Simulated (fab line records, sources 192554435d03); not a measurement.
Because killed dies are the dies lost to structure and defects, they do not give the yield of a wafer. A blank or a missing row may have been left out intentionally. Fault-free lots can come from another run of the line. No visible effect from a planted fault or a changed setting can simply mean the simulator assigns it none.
What tool caused it? | flow n5_finfet | 33 wafers from 11 lots sampled at 2 of the route's 1938 steps

WHAT EACH GAUGE READ, for each wafer
N5_SD_EPI_N_INSPECT_11: inspects for defects (macro).
lot  | measured    | on                | raw_defect_count
L468 | day 3 00:17 | defect_inspect-02 | 0 3 2
L475 | day 4 19:19 | defect_inspect-01 | 4 1 3
L476 | day 5 03:11 | defect_inspect-01 | 1 2 5
L477 | day 5 05:34 | defect_inspect-01 | 2 2 3
L478 | day 5 11:52 | defect_inspect-02 | 3 3 5
L479 | day 5 18:20 | defect_inspect-02 | 1 0 0
L480 | day 6 02:26 | defect_inspect-02 | 7 3 2
L481 | day 6 07:48 | defect_inspect-01 | 2 1 4
L483 | day 6 19:29 | defect_inspect-01 | 2 2 4
L489 | day 8 05:12 | defect_inspect-01 | 1 1 0
L490 | day 8 17:07 | defect_inspect-02 | 4 2 1

WHAT TOOL EACH LOT RAN ON (gives the tool, then ch and the chambers of the sampled wafers, and finally the start)
lot  | N5_SPACER0_ALD_08
L468 | ald_sin-03 ch 0,1,3, day 2 23:49
L475 | ald_sin-04 ch 1,3, day 4 18:42
L476 | ald_sin-03 ch 0,1,2, day 4 23:50
L477 | ald_sin-03 ch 0,1,2, day 5 04:58
L478 | ald_sin-04 ch 1,2,3, day 5 11:14
L479 | ald_sin-04 ch 1,3, day 5 17:43
L480 | ald_sin-01 ch 0,2,3, day 6 01:49
L481 | ald_sin-01 ch 0,1, day 6 07:11
L483 | ald_sin-03 ch 0,1,2, day 6 18:59
L489 | ald_sin-04 ch 0,1,3, day 8 04:35
L490 | ald_sin-04 ch 0,2, day 8 16:31
- N5_SPACER0_ALD_08: deposits SiNx, target thk 2 nm.

THE ANSWER, worked out from the rows above alone
Rule: what is usual is taken from the lots themselves. The widest of any qualifying gaps counts: lots, ordered by their means at a reading, are off when they make up no more than a third of the lots, leave a main group of 4 or more, and stand apart from it by 3 or more times the standard deviation of that group's means. If all means in a main group match to the digits the tables above print for the reading, that group is not used. Also off: a lot with no number at a reading for which 4 or more lots have one. Where the step has rows for the other lots, those lots are counted as sound.
No lot is off at any reading shown: from this, nothing can be told.

WHAT WAS PUT IN BY THE SIMULATOR
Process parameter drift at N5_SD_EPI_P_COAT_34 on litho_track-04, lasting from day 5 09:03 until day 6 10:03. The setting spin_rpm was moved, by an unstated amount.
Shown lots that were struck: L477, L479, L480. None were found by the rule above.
